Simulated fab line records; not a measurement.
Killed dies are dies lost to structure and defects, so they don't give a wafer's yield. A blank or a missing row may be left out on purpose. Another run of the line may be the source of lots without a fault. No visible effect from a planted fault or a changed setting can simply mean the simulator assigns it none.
2 desks, one fault :: flow nand harc :: each desk holds nothing but its own numbers, with what lay behind them at the end

## THE TOOL OWNER'S DESK: litho track-04
The tool's own readings at NHARC_A_M0_PEB_07 (peb time 65 s): means of the sampled wafers that have a number, for each lot that ran on this tool. The brackets show how far a lot's mean lies from the usual mean; more than 4 standard deviations puts the lot out of limits, marked OUT.
Columns: A = heater power total W at NHARC_A_M0_PEB_07, usual 156.6 W; B = plate temp C at NHARC_A_M0_PEB_07, usual 99.98 C
lot: L104
first seen here: day 22 19:22
A: 156.7
B: 99.84

lot: L105
first seen here: day 23 02:58
A: 157.0
B: 100.12

lot: L106
first seen here: day 23 03:32
A: 156.9
B: 99.90

lot: L110
first seen here: day 25 06:29
A: 156.8
B: 99.84

lot: L113
first seen here: day 26 12:07
A: 156.7
B: 100.07

lot: L115
first seen here: day 27 21:37
A: 156.7
B: 100.20

lot: L122
first seen here: day 30 11:35
A: 152.5 (-9.9) OUT
B: 98.26 (-12) OUT

lot: L121
first seen here: day 30 16:12
A: 152.7 (-9.5) OUT
B: 98.02 (-14) OUT
This desk finds L121, L122 out of limits, L122 being first, at day 30 11:35 (heater power total W at NHARC_A_M0_PEB_07). L104, L105, L106, L110, L113, L115: within limits.

## METROLOGY DESK
Means of the sampled wafers that have a number, per lot and without regard to the tool the lot ran on: this is what the gauges read. The brackets show how far a lot's mean lies from the usual mean; more than 4 standard deviations puts the lot out of limits, marked OUT.
Columns: A = cd nm at NHARC_A_M0_CD_MEAS_09, usual 79.7 nm; B = cd nm at NHARC_A_M0_CD_MEAS_16, usual 79.6 nm
lot: L104
first seen here: day 22 19:27
A: 79.0
B: 79.0

lot: L105
first seen here: day 23 03:03
A: 80.4
B: 79.6

lot: L106
first seen here: day 23 03:37
A: 80.3
B: 79.9

lot: L108
first seen here: day 24 08:05
A: 79.6
B: 79.7

lot: L107
first seen here: day 24 09:58
A: 79.6
B: 79.7

lot: L109
first seen here: day 25 04:25
A: 78.9
B: 79.1

lot: L110
first seen here: day 25 06:34
A: 79.6
B: 79.6

lot: L111
first seen here: day 25 08:07
A: 80.1
B: 79.7

lot: L113
first seen here: day 26 12:11
A: 79.6
B: 79.6

lot: L114
first seen here: day 27 20:22
A: 81.2
B: 80.6

lot: L115
first seen here: day 27 21:42
A: 79.6
B: 79.6

lot: L119
first seen here: day 29 21:25
A: 79.8
B: 79.3

lot: L122
first seen here: day 30 11:40
A: 71.9 (-11) OUT
B: 71.1 (-10) OUT

lot: L121
first seen here: day 30 16:17
A: 72.6 (-10) OUT
B: 71.9 (-9.1) OUT
This desk finds L121, L122 out of limits, L122 being first, at day 30 11:40 (cd nm at NHARC_A_M0_CD_MEAS_09). L104, L105, L106, L108, L107, L109, L110, L111, L113, L114, L115, L119: within limits.

## PUT TOGETHER
An alarm could have come from the tool owner's desk at day 30 11:35, on L121, L122.
An alarm was possible from the metrology desk at day 30 11:40, on L121, L122.
Every lot named ran NHARC_A_M0_PEB_07 on litho track-04.

## WHAT WAS PUT IN BY THE SIMULATOR
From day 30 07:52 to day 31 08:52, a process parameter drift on litho track-04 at NHARC_A_M0_PEB_07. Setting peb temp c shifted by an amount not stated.
Struck lots among those shown: L121, L122.
Hours from the fault's start to each desk's first reading out of limits: the tool owner's desk, 4; the metrology desk, 4.
